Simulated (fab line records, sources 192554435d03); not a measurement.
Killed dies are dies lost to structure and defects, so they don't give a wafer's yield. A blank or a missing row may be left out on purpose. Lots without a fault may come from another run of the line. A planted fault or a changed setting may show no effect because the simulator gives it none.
Chamber matching | flow n5_finfet | N5_MOL_CONTACT_COAG_STRIP_96 on rie_diel-02: 4 sister chambers
The step strips in N2/H2. 18 wafers are shown with their chamber, then 9 later ones without.

WAFERS WITH THEIR CHAMBER
wafer  | chamber | showerhead_plenum_p_Torr (Torr) | oes_product_au (a.u.) | throttle_valve_pct (%)
L077.3 | 1       | 3.18                            | 0.69                  | 18.6
L077.5 | 2       | 3.25                            | 0.75                  | 19.2
L077.6 | 1       | 3.19                            | 0.69                  | 18.5
L080.2 | 2       | 3.25                            | 0.75                  | 19.2
L080.4 | 3       | 3.48                            | 0.73                  | 18.7
L080.6 | 0       | 3.41                            | 0.92                  | 18.8
L083.1 | 0       | 3.40                            | 0.89                  | 18.8
L083.4 | 1       | 3.18                            | 0.68                  | 18.6
L083.6 | 0       | 3.40                            | 0.90                  | 18.9
L084.1 | 0       | 3.40                            | 0.90                  | 18.8
L084.3 | 2       | 3.24                            | 0.74                  | 19.3
L084.4 | 1       | 3.17                            | 0.67                  | 18.6
L086.1 | 0       | 3.40                            | 0.90                  | 18.8
L086.2 | 1       | 3.17                            | 0.68                  | 18.6
L086.4 | 2       | 3.24                            | 0.74                  | 19.3
L088.1 | 2       | 3.24                            | 0.73                  | 19.3
L088.2 | 0       | 3.40                            | 0.89                  | 18.9
L088.4 | 1       | 3.17                            | 0.67                  | 18.6

SIGNATURES (means of the wafers above)
reading                  | chamber 0 | chamber 1 | chamber 2 | chamber 3 | scatter within a chamber
showerhead_plenum_p_Torr | 3.4017    | 3.1767    | 3.2440    | 3.4800    | 0.00619
oes_product_au           | 0.9000    | 0.6800    | 0.7420    | 0.7300    | 0.00956
throttle_valve_pct       | 18.833    | 18.583    | 19.260    | 18.700    | 0.049
Rule: a wafer's distance from a chamber is the root of the sum, over the readings, of the square of ((its reading less the chamber's mean) divided by the reading's scatter). The wafer belongs to the nearest chamber; if the next one is less than 2 further off, it can't be placed. The scatter: the root of (the sum of the squares of (reading less its chamber's mean) over the shown wafers, divided by (wafers less chambers)).

WAFERS WITHOUT THEIR CHAMBER
wafer  | showerhead_plenum_p_Torr (Torr) | oes_product_au (a.u.) | throttle_valve_pct (%)
L095.3 | 3.47                            | 0.71                  | 18.8
L095.4 | 3.39                            | 0.86                  | 18.9
L095.5 | 3.39                            | 0.87                  | 18.9
L096.3 | 3.39                            | 0.86                  | 18.9
L096.5 | 3.47                            | 0.69                  | 18.8
L096.6 | 3.23                            | 0.73                  | 19.3
L097.1 | 3.38                            | 0.86                  | 18.9
L097.3 | 3.46                            | 0.70                  | 18.8
L097.5 | 3.46                            | 0.69                  | 18.8

WHICH CHAMBER EACH WENT THROUGH
wafer  | from the rows above | in truth
L095.3 | 3                   | 3
L095.4 | 0                   | 0
L095.5 | 0                   | 0
L096.3 | 0                   | 0
L096.5 | 3                   | 3
L096.6 | 2                   | 2
L097.1 | 0                   | 0
L097.3 | 3                   | 3
L097.5 | 3                   | 3
Placed correctly: 9 of 9. Can't be placed from these rows: 0. Placed wrongly: 0.
